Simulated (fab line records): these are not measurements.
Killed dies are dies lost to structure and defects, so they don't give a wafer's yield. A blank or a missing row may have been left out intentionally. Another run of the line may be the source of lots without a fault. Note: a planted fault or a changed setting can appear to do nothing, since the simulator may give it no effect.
Which tool was responsible? | flow n5Finfet | 11 lots with 30 wafers sampled at 5 steps, on a route of 1938 steps

== WHAT THE GAUGES SHOWED, per wafer ==
N5_BEOL_M4_INSPECT_30: inspects for defects (brightfield).
lot  | measured     | on               | rawDefectCount
L445 | day 7 07:42  | defectInspect-01 | 288 227
L447 | day 7 14:24  | defectInspect-01 | 299 315
L448 | day 8 02:31  | defectInspect-02 | 590 446 475
L449 | day 8 12:26  | defectInspect-01 | 304 518 603
L450 | day 8 14:22  | defectInspect-02 | 419 438 327
L453 | day 9 09:42  | defectInspect-01 | 433 430
L455 | day 9 10:13  | defectInspect-01 | 386 432 537
L456 | day 9 22:19  | defectInspect-01 | 350 398 591
L459 | day 10 23:53 | defectInspect-01 | 395 469 430
L460 | day 11 11:20 | defectInspect-02 | 502 475 464
L465 | day 12 02:34 | defectInspect-02 | 363 389 535

N5_BEOL_M4_RC_MEAS_101.
lot  | measured     | on        | DIBL_N (mV/V)  | DIBL_P (mV/V)  | IOFF_N (nA/um) | IOFF_P (nA/um) | ION_N (uA/um) | ION_P (uA/um) | SS_N (mV/dec)  | SS_P (mV/dec)  | VT_N (mV)   | VT_P (mV)
L445 | day 7 13:00  | prober-02 | 36.6 34.4      | 35.7 33.3      | 0.16 0.13      | 0.23 0.19      | 678 683       | 469 473       | 72.4 71.6      | 73.7 73.3      | 250 252     | -252 -250
L447 | day 7 19:15  | prober-02 | 33.4 35.0      | 33.4 36.1      | 0.12 0.15      | 0.15 0.20      | 664 661       | 452 453       | 70.8 71.6      | 72.9 73.3      | 258 249     | -254 -251
L448 | day 8 12:02  | prober-01 | 37.1 34.0 35.2 | 37.1 33.1 35.2 | 0.18 0.12 0.15 | 0.21 0.16 0.18 | 673 648 679   | 458 447 456   | 72.1 71.8 72.0 | 74.2 72.7 73.1 | 248 254 250 | -250 -255 -254
L449 | day 8 17:03  | prober-02 | 36.0 38.8 38.9 | 35.8 39.2 39.4 | 0.14 0.20 0.19 | 0.22 0.28 0.28 | 661 679 675   | 460 467 473   | 72.0 71.9 72.2 | 73.4 74.3 74.7 | 255 249 248 | -250 -244 -244
L450 | day 8 20:27  | prober-01 | 34.0 35.5 32.7 | 34.1 35.7 32.4 | 0.12 0.15 0.11 | 0.20 0.21 0.18 | 665 666 669   | 465 461 468   | 70.5 70.8 70.6 | 73.1 73.2 72.9 | 253 251 256 | -249 -247 -252
L453 | day 9 17:47  | prober-01 | 34.9 35.7      | 32.9 33.0      | 0.12 0.14      | 0.18 0.19      | 653 677       | 457 462       | 71.0 70.8      | 73.2 72.8      | 255 251     | -252 -253
L455 | day 9 19:12  | prober-01 | 34.6 36.0 35.9 | 34.2 36.7 36.5 | 0.14 0.18 0.17 | 0.17 0.20 0.20 | 675 683 694   | 458 469 469   | 71.9 71.6 72.3 | 73.1 73.8 74.3 | 252 249 249 | -255 -251 -252
L456 | day 10 06:25 | prober-01 | 35.0 37.7 36.8 | 33.8 36.7 34.5 | 0.13 0.19 0.15 | 0.17 0.21 0.18 | 672 676 661   | 456 456 453   | 70.8 72.4 71.7 | 72.5 73.1 72.5 | 256 249 253 | -254 -251 -254
L459 | day 11 05:43 | prober-01 | 36.4 35.1 38.9 | 38.2 35.3 40.0 | 0.18 0.15 0.22 | 0.25 0.19 0.27 | 687 670 682   | 474 457 467   | 71.8 71.4 72.6 | 73.9 73.2 74.5 | 246 249 246 | -248 -250 -250
L460 | day 11 16:39 | prober-02 | 36.4 34.2 34.8 | 34.9 32.6 34.5 | 0.15 0.12 0.14 | 0.19 0.16 0.19 | 674 643 660   | 457 451 459   | 71.6 71.2 70.7 | 72.7 71.4 73.0 | 248 255 253 | -251 -251 -252
L465 | day 12 09:29 | prober-01 | 36.9 33.8 36.6 | 37.1 33.7 37.1 | 0.16 0.11 0.16 | 0.18 0.13 0.17 | 670 662 682   | 454 446 459   | 71.6 70.9 71.5 | 73.1 72.7 73.2 | 251 256 249 | -258 -262 -258

== TOOL THAT RAN EACH LOT (tool first, then ch and the chambers of the sampled wafers, then the start) ==
lot  | N5_BEOL_M4_TRENCH_ETCH_37         | N5_BEOL_M4_DEGAS_44         | N5_BEOL_M4_PRE_CLEAN_45
L445 | rieDiel-02 ch 0,3, day 7 08:19    | pvdSputter-02, day 7 09:23  | pvdSputter-02, day 7 09:25
L447 | rieDiel-06 ch 2,3, day 7 15:13    | pvdSputter-01, day 7 15:37  | pvdSputter-01, day 7 15:39
L448 | rieDiel-04 ch 0,2,3, day 8 07:47  | pvdSputter-01, day 8 08:13  | pvdSputter-01, day 8 08:15
L449 | rieDiel-02 ch 0,1, day 8 12:59    | pvdSputter-01, day 8 13:19  | pvdSputter-01, day 8 13:22
L450 | rieDiel-06 ch 0,2,3, day 8 15:43  | pvdSputter-01, day 8 16:03  | pvdSputter-01, day 8 16:05
L453 | rieDiel-06 ch 2, day 9 12:38      | pvdSputter-03, day 9 13:39  | pvdSputter-03, day 9 13:41
L455 | rieDiel-06 ch 1,3, day 9 13:29    | pvdSputter-03, day 9 14:03  | pvdSputter-03, day 9 14:05
L456 | rieDiel-06 ch 2,3, day 10 01:34   | pvdSputter-03, day 10 02:31 | pvdSputter-03, day 10 02:34
L459 | rieDiel-06 ch 0,2, day 11 01:20   | pvdSputter-01, day 11 01:51 | pvdSputter-01, day 11 01:53
L460 | rieDiel-06 ch 0,2,3, day 11 12:36 | pvdSputter-03, day 11 12:56 | pvdSputter-03, day 11 12:59
L465 | rieDiel-06 ch 1,3, day 12 03:05   | pvdSputter-02, day 12 04:01 | pvdSputter-02, day 12 04:04
- N5_BEOL_M4_TRENCH_ETCH_37: etches SiOC in C4F6/O2, target depth 55.555 nm, time 29.2 s.
- N5_BEOL_M4_DEGAS_44: time 60 s.
- N5_BEOL_M4_PRE_CLEAN_45: time 30 s.

== WHAT THE TOOLS THEMSELVES READ (means of the sampled wafers that have a number; where no wafer has one, the mark that the record gives instead) ==
N5_BEOL_M4_TRENCH_ETCH_37.
lot  | tool       | biasW (W) | drypumpMotorCurrentA (A) | oesProductAu (a.u.) | rfVppV (V) | showerheadPlenumPTorr (Torr) | throttleValvePct (%)
L445 | rieDiel-02 | 185.9     | 5.5                      | 0.88                | 662        | 2.96                         | 20.97
L447 | rieDiel-06 | 184.8     | 5.6                      | 0.71                | 660        | 2.79                         | 21.41
L448 | rieDiel-04 | 185.1     | 6.1                      | 0.74                | 669        | 2.78                         | 20.97
L449 | rieDiel-02 | 185.0     | 5.4                      | 0.82                | 657        | 2.93                         | 21.19
L450 | rieDiel-06 | 184.4     | 5.7                      | 0.68                | 658        | 2.82                         | 21.30
L453 | rieDiel-06 | 184.8     | 5.3                      | 0.71                | 657        | 2.74                         | 21.28
L455 | rieDiel-06 | 185.1     | 6.0                      | 0.69                | 660        | 2.89                         | 21.37
L456 | rieDiel-06 | 184.6     | 5.7                      | 0.69                | 661        | 2.78                         | 21.51
L459 | rieDiel-06 | 185.5     | 5.5                      | 0.79                | 657        | 2.78                         | 21.08
L460 | rieDiel-06 | 192.0     | 5.7                      | 0.88                | 679        | 2.81                         | 21.06
L465 | rieDiel-06 | 192.4     | 6.0                      | 0.96                | 681        | 2.88                         | 20.98

N5_BEOL_M4_DEGAS_44.
lot  | tool          | heaterPowerW (W)
L445 | pvdSputter-02 | 318
L447 | pvdSputter-01 | 350
L448 | pvdSputter-01 | 324
L449 | pvdSputter-01 | 335
L450 | pvdSputter-01 | 340
L453 | pvdSputter-03 | 330
L455 | pvdSputter-03 | 326
L456 | pvdSputter-03 | 326
L459 | pvdSputter-01 | 321
L460 | pvdSputter-03 | 342
L465 | pvdSputter-02 | 319

N5_BEOL_M4_PRE_CLEAN_45.
lot  | tool          | heaterPowerW (W)
L445 | pvdSputter-02 | 316
L447 | pvdSputter-01 | 355
L448 | pvdSputter-01 | 321
L449 | pvdSputter-01 | 334
L450 | pvdSputter-01 | 348
L453 | pvdSputter-03 | 324
L455 | pvdSputter-03 | 334
L456 | pvdSputter-03 | 333
L459 | pvdSputter-01 | 325
L460 | pvdSputter-03 | 346
L465 | pvdSputter-02 | 322

== THE ANSWER, worked out from the rows above alone ==
Rule: the usual values come from the lots themselves. Put in order of their means at a reading, lots are off if they are a third of the lots or fewer, leave a main group of 4 or more, and stand apart from it by a gap of 3 or more times the standard deviation of the main group's means; of several such gaps the widest counts. Not used: any main group whose means are identical at the precision the tables above print for the reading. Also off: a lot with no number at a reading for which 4 or more lots have one. Where the step has rows for the other lots, those lots are counted as sound. After the gauges, taken in route order, come the tools' own readings; for these a lot's mean is taken, as printed above. At the first step where some lot is off, the reading lying furthest off is the one used; lots without a number count as furthest.
Off: L460, L465, at N5_BEOL_M4_TRENCH_ETCH_37 (biasW). The main group has a mean of 185.0 W with a standard deviation of 0.43.
A tool fits if, at that step or a process step before it, it ran every lot that is off, and no sound lot after the first of them. One fits: rieDiel-06 at N5_BEOL_M4_TRENCH_ETCH_37. A fault onset in the window from L459 (day 11 01:20, its last sound lot) to L460 (day 11 12:36, its first lot off) fits.
The tool's own readings at N5_BEOL_M4_TRENCH_ETCH_37 bear it out: on the lots that are off they differ by more than 5 times the standard deviation of the sound lots' means. biasW reads 192.2 W there against 185.0 W on the sound lots; rfVppV reads 680 V there against 660 V on the sound lots.

== WHAT THE SIMULATOR HAD INSERTED ==
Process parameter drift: rieDiel-06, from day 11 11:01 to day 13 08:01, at N5_BEOL_M4_TRENCH_ETCH_37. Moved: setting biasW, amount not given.
Struck lots among those shown: L460, L465. The rule above found the same.
